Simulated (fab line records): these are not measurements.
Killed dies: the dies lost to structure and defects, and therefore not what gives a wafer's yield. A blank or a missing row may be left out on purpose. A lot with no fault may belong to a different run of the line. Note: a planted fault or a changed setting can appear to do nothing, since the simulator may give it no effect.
Problem report, 8D (eight disciplines) form, completed by code || flow n5 finfet || the parts of the form that need people (team, actions taken, sign-off) are left out

## 1. WHAT IS WRONG
raw defect count at N5_FIN_CUT_INSPECT_10 reads a mean of 318 on 1 wafer of 1 lot; wafers without a fault read 43 with a standard deviation of 13. Measured from the usual mean, that is +21 standard deviations.
The step: inspects for defects (brightfield).
Seen first at day 6 10:35 on defect inspect-02, wafer L811.5. At this step, 24 wafers from 8 lots have a number in the record. Rule for "out", or "out of limits": more than 4 standard deviations from the usual mean. All remaining wafers that have a number are taken as sound.

## 2. WHAT IT IS AND WHAT IT IS NOT
{"question": "which readings at this step", "is": "raw defect count", "is not": "-"}
{"question": "which lots", "is": "L811", "is not": "L797, L799, L802, L804, L814, L816, L817"}
{"question": "which wafers of those lots", "is": "L811.5", "is not": "L811.4, L811.6"}
{"question": "read on which gauges", "is": "defect inspect-02", "is not": "defect inspect-01"}
{"question": "when", "is": "from day 6 10:35", "is not": "up to then (14 sound wafers); but 9 sound wafers of L814, L816, L817 came after"}

## 3. THE SUSPECTS, EACH WITH WHAT RULES IT OUT
Counting: a tool at a process step up to the reading stays a suspect if it ran every lot that is out. Sound lots after the first of them don't rule it out here, since some wafers of a struck lot are sound.
- the gauge at N5_FIN_CUT_INSPECT_10 has been ruled out. All the wafers that are out were read on defect inspect-02, but those of them that N5_PASSIVATION_PROBE_49 has rows for are out there too, on other tools.
- pecvd-04 at N5_FIN_SAQP_HM_DEP_72 (deposits SiO2 from SiH4/N2O, target thk 12 nm, time 7.2 s): kept. L811, the lot that is out, went through it at day 6 05:02; up to then, the latest sound lot through it was L804 at day 4 09:51.
- vapor etch-01 at N5_FIN_SAQP_RECESS_63 (chemistry HF/NH3, target SiO2, target depth 18 nm, afs cycles 3, sublimation time 60 s): kept. L811, the lot that is out, went through it at day 6 08:12; up to then, the latest sound lot through it was L799 at day 3 08:32.
- rie diel-01 at N5_FIN_SAQP_ETCH_34 (etches SiO2 in C4F6/O2, target depth 45 nm, time 15 s): kept. L811, the lot that is out, went through it at day 6 09:36; up to then, the latest sound lot through it was L802 at day 4 02:38.
- cd sem-03 at N5_FIN_SAQP_HM_CD_35 (target cd 8 nm): kept. L811, the lot that is out, went through it at day 6 09:46; up to then, the latest sound lot through it was L799 at day 3 11:25.
- In pecvd-04 at N5_FIN_SAQP_HM_DEP_72, the wafers that are out were processed in chamber 2 and their sound lot-mates in chambers 0, 1.
- The sound lot-mates ran in chamber 0 of vapor etch-01 at N5_FIN_SAQP_RECESS_63, but the wafers that are out ran in chamber 1.
- The sound lot-mates ran in chamber 1 of rie diel-01 at N5_FIN_SAQP_ETCH_34, but the wafers that are out ran in chamber 2.
Left after counting: pecvd-04 at N5_FIN_SAQP_HM_DEP_72, vapor etch-01 at N5_FIN_SAQP_RECESS_63, rie diel-01 at N5_FIN_SAQP_ETCH_34, cd sem-03 at N5_FIN_SAQP_HM_CD_35.

## 4. THE CAUSE (what the simulator had put in)
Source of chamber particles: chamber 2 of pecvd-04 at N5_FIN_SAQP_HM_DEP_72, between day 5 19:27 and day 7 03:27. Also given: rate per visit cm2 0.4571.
Of the 4 suspects that counting leaves, this tool is one.

## 5. THE CHAIN OF EFFECTS, in route order
Each row: a reading where the mean over the struck wafers with a number is more than 3 standard deviations away from the usual. Readings are gone through only where the record gives a usual standard deviation; hours: the median, over the lots, of the time from a lot's start at the first step in this table giving one to that lot's start at this step; sigmas: the change measured in usual standard deviations.
{"hours": 0, "step": "N5_FIN_SAQP_INSPECT_40", "reading": "raw defect count", "usual": 233, "on struck wafers": 464, "change": "+231", "sigmas": "+3.2"}
{"hours": 1, "step": "N5_FIN_CUT_INSPECT_10", "reading": "raw defect count", "usual": 43, "on struck wafers": 318, "change": "+275", "sigmas": "+21"}
{"hours": 1, "step": "N5_FIN_CUT_INSPECT_17", "reading": "raw defect count", "usual": 234, "on struck wafers": 514, "change": "+280", "sigmas": "+4.1"}
{"hours": 237, "step": "N5_PASSIVATION_PROBE_49", "reading": "defect limited yield", "usual": "90.9 %", "on struck wafers": 83.4, "change": -7.5, "sigmas": -5.0}
{"hours": 237, "step": "N5_PASSIVATION_PROBE_49", "reading": "killed at front end", "usual": 42, "on struck wafers": 125, "change": "+83", "sigmas": "+6.9"}
{"hours": 237, "step": "N5_PASSIVATION_PROBE_49", "reading": "killed dies", "usual": 108, "on struck wafers": 196, "change": "+88", "sigmas": "+4.9"}
{"hours": 237, "step": "N5_PASSIVATION_PROBE_49", "reading": "sort_bin_5_function", "usual": "5.4 %", "on struck wafers": 11.1, "change": "+5.7", "sigmas": "+5.7"}
{"hours": 237, "step": "N5_PASSIVATION_PROBE_49", "reading": "sort n pass", "usual": 1072, "on struck wafers": 984, "change": -88, "sigmas": -4.9}
{"hours": 237, "step": "N5_PASSIVATION_PROBE_49", "reading": "sort yield pct", "usual": "90.9 %", "on struck wafers": 83.4, "change": -7.5, "sigmas": -5.0}
The process steps in it:
- N5_PASSIVATION_PROBE_49
Later measuring or inspecting steps at which every struck wafer that the step has a row for has a number for every such reading, and none has moved that far: N5_BEOL_M4_RC_MEAS_101.

## 6. WHAT WOULD HAVE CAUGHT IT SOONER
Counted from the fault's start at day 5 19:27, it took 15 hours until the first out-of-limits reading at a measuring or inspecting step in this record, taken at day 6 10:35.
An alarm limit of 4 standard deviations would not have fired on the tool readings at N5_FIN_SAQP_HM_DEP_72 for which the record gives a usual standard deviation, since none of them was out on any struck wafer.
Each of the lots that are out, 1 in all, had begun N5_FIN_SAQP_HM_DEP_72 on pecvd-04 no later than day 6 10:35. A hold on the tool at that time would have spared none of them.
